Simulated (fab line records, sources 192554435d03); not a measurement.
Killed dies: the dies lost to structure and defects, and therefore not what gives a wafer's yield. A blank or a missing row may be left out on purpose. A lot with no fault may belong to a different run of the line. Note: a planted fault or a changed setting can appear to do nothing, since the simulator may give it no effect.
The tool behind it: which one?    flow n5 finfet    10 lots, 27 wafers sampled, at 3 steps of a route of 1938

WHAT THE GAUGES SHOWED, per wafer
N5_PASSIVATION_CD_MEAS_30: target cd 4000 nm.
lot   measured      on         cd nm (nm)
L453  day 12 04:34  cd sem-02  4001.8 4001.5 4000.5
L455  day 13 06:34  cd sem-03  4000.0 3999.6 4001.4
L459  day 13 11:37  cd sem-03  3996.8 3997.4 3997.1
L460  day 13 12:44  cd sem-03  3998.4 4000.8 3999.7
L466  day 15 09:25  cd sem-02  4033.5 4034.1
L469  day 15 21:10  cd sem-03  4035.5 4035.2
L467  day 15 23:57  cd sem-02  4033.2 4033.7
L472  day 16 06:58  cd sem-01  3998.1 3999.5 3999.7
L473  day 16 21:19  cd sem-01  4001.8 3999.4 3999.3
L476  day 18 08:42  cd sem-02  4002.5 3998.3 4001.1

EACH LOT AND THE TOOL THAT RAN IT (in order: tool; ch and the chambers of the sampled wafers; start)
lot   N5_PASSIVATION_VIA_ETCH_13          N5_PASSIVATION_EXPOSE_27
L453  rie diel-03 ch 0,2, day 12 02:31    krf scanner-02 ch 0, day 12 04:24
L455  rie diel-04 ch 0,1,2, day 13 04:07  krf scanner-01 ch 0, day 13 06:23
L459  rie diel-02 ch 2,3, day 13 09:51    krf scanner-02 ch 0, day 13 11:26
L460  rie diel-04 ch 1,2, day 13 11:16    krf scanner-02 ch 0, day 13 12:34
L466  rie diel-02 ch 0,3, day 15 08:06    krf scanner-02 ch 0, day 15 09:15
L469  rie diel-04 ch 1,2, day 15 19:42    krf scanner-02 ch 0, day 15 20:59
L467  rie diel-04 ch 2,3, day 15 22:32    krf scanner-02 ch 0, day 15 23:47
L472  rie diel-04 ch 1,2,3, day 16 05:01  krf scanner-01 ch 0, day 16 06:47
L473  rie diel-04 ch 0,1,3, day 16 19:59  krf scanner-01 ch 0, day 16 21:08
L476  rie diel-04 ch 0,3, day 18 07:29    krf scanner-01 ch 0, day 18 08:32
- N5_PASSIVATION_VIA_ETCH_13: etches SiO2 in CHF3/O2, target depth 660 nm, time 330 s.
- N5_PASSIVATION_EXPOSE_27: exposes mask PAD, defocus 0 nm.

THE ANSWER, worked out from the rows above alone
Rule: usual is defined by the lots themselves. Put in order of their means at a reading, lots are off if they are a third of the lots or fewer, leave a main group of 4 or more, and stand apart from it by a gap of 3 or more times the standard deviation of the main group's means; of several such gaps the widest counts. Not used: any main group whose means are identical at the precision the tables above print for the reading. Also off: a lot with no number at a reading for which 4 or more lots have one. All remaining lots with rows at the step are treated as sound.
Off: L466, L469, L467, at N5_PASSIVATION_CD_MEAS_30 (cd nm). Mean 3999.7 nm and standard deviation 1.3 in the main group.
A tool fits if, at a process step before that reading, it ran every lot that is off, and no sound lot after the first of them. Gauges at N5_PASSIVATION_CD_MEAS_30: tried the same way as those tools. One fits: N5_PASSIVATION_EXPOSE_27 on krf scanner-02. Its last sound lot is L460 (day 13 12:34), its first lot that is off L466 (day 15 09:15): a fault that began between those two fits.

WHAT THE SIMULATOR HAD PUT IN
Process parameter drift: krf scanner-02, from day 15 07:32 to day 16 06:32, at N5_PASSIVATION_EXPOSE_27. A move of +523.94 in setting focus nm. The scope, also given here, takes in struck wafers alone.
Shown lots that were struck: L466, L469, L467. The rule above found the same.
